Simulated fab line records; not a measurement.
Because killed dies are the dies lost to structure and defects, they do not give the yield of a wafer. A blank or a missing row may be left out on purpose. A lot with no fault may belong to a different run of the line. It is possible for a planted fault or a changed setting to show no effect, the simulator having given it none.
Struck lot and sound lot, side by side + flow nandHarc + 16 steps out of a route of 1302
Sound: the wafers L140.1, L140.4, L140.6. Struck: wafers L149.2, L149.5, L149.6. Last of all comes the cause.
Per side, at each step with rows, come the tool, then ch with its chambers, and then its first start. Under that, the readings that differ: sound wafers + struck wafers + difference of the means + sigmas: that difference in standard deviations of wafers without a fault.
alike: readings whose means differ by less than 2 such deviations, and words and numbers that are the same on both sides. not compared: withheld readings, readings that some wafer has no value for, bounds like >300 that may hide the same value, and numbers for which the record gives no deviation and whose values overlap.
Wherever a step has rows on one side only, a row that says differs or no value, or a row with sigmas, the two part there. Numbers that don't overlap but have no deviation are shown without sigmas and don't part them. Lack of a reading on every wafer of one side parts them only where that side has two or more wafers.

NHARC_A_ONON_D2_THK_MEAS_11: measures by ellipsometry.
  sound on filmMetro-01 at day 18 05:55; struck on filmMetro-02 at day 21 11:45
  alike: thkNm
following that, 1 step holds no rows for these wafers, namely NHARC_A_ONON_D2_DEP_12 (target thickness 1000 nm).
NHARC_A_ONON_D2_THK_MEAS_14: measures by ellipsometry.
  sound on filmMetro-02 at day 18 06:29; struck on filmMetro-02 at day 21 12:19
  alike: thkNm
then, 2 steps without rows for these wafers: NHARC_A_ONON_D2_ANNEAL_15 (time 3600 s); NHARC_A_ONON_D2_DEP_16 (target thk 1000 nm).
NHARC_A_ONON_D2_THK_MEAS_18: measures by ellipsometry.
  sound on filmMetro-02 at day 18 16:42; struck on filmMetro-02 at day 21 20:19
| reading    | sound          | struck      | difference | sigmas |
|------------|----------------|-------------|------------|--------|
| thkNm (nm) | 1016 1016 1015 | 981 981 982 | -34        | -3     |
following that, 1 step holds no rows for these wafers, namely NHARC_A_ONON_D2_DEP_19 (target thickness 1000 nm).
NHARC_A_ONON_D2_THK_MEAS_21: measures by ellipsometry.
  sound on filmMetro-02 at day 18 17:16; struck on filmMetro-01 at day 21 20:53
| reading    | sound       | struck         | difference | sigmas |
|------------|-------------|----------------|------------|--------|
| thkNm (nm) | 985 986 985 | 1007 1009 1009 | +23        | +2     |
following that, 1 step holds no rows for these wafers, namely NHARC_A_ONON_D2_DEP_22 (target thickness 1000 nm).
NHARC_A_ONON_D2_THK_MEAS_24: measures by ellipsometry.
  sound on filmMetro-01 at day 18 17:50; struck on filmMetro-02 at day 21 21:29
  alike: thkNm
following that, 1 step holds no rows for these wafers, namely NHARC_A_ONON_D2_DEP_25 (target thickness 1000 nm).
NHARC_A_ONON_D2_THK_MEAS_27: measures by ellipsometry.
  sound on filmMetro-01 at day 18 18:24; struck on filmMetro-01 at day 21 22:03
  alike: thkNm
NHARC_A_ONON_D2_DEP_28: target thk 1000 nm.
  sound on pecvdOnon-02 ch 0, day 18 18:27; struck on pecvdOnon-02 ch 0, day 21 22:10
NHARC_A_ONON_D2_THK_MEAS_30: measures by ellipsometry.
  sound on filmMetro-01 at day 18 18:58; struck on filmMetro-01 at day 21 22:37
| reading    | sound          | struck         | difference | sigmas |
|------------|----------------|----------------|------------|--------|
| thkNm (nm) | 1007 1008 1007 | 1059 1060 1060 | +52        | +4     |
NHARC_A_ONON_D2_DEP_33: deposits SiO2, target thk 200 nm.
  sound on pecvd-04 ch 0,1,2, day 18 19:04; struck on pecvd-02 ch 0,1,2, day 21 22:55
  alike: heaterPowerW, throttleValvePct
-- record jumps: 11 days between struck wafers' starts before vs after; left off in module A_ONON_D2, resumes in module END, first step shown is number 1302 of the route --
NHARC_END_SORT_01:
  only the struck wafers appear in the record here, on prober-01 ch 0 at day 33 03:52; the sound ones have no rows

WHERE THEY PART
Earliest at NHARC_A_ONON_D2_THK_MEAS_18; latest, in this record, at NHARC_END_SORT_01.

WHY: whatever the simulator had introduced
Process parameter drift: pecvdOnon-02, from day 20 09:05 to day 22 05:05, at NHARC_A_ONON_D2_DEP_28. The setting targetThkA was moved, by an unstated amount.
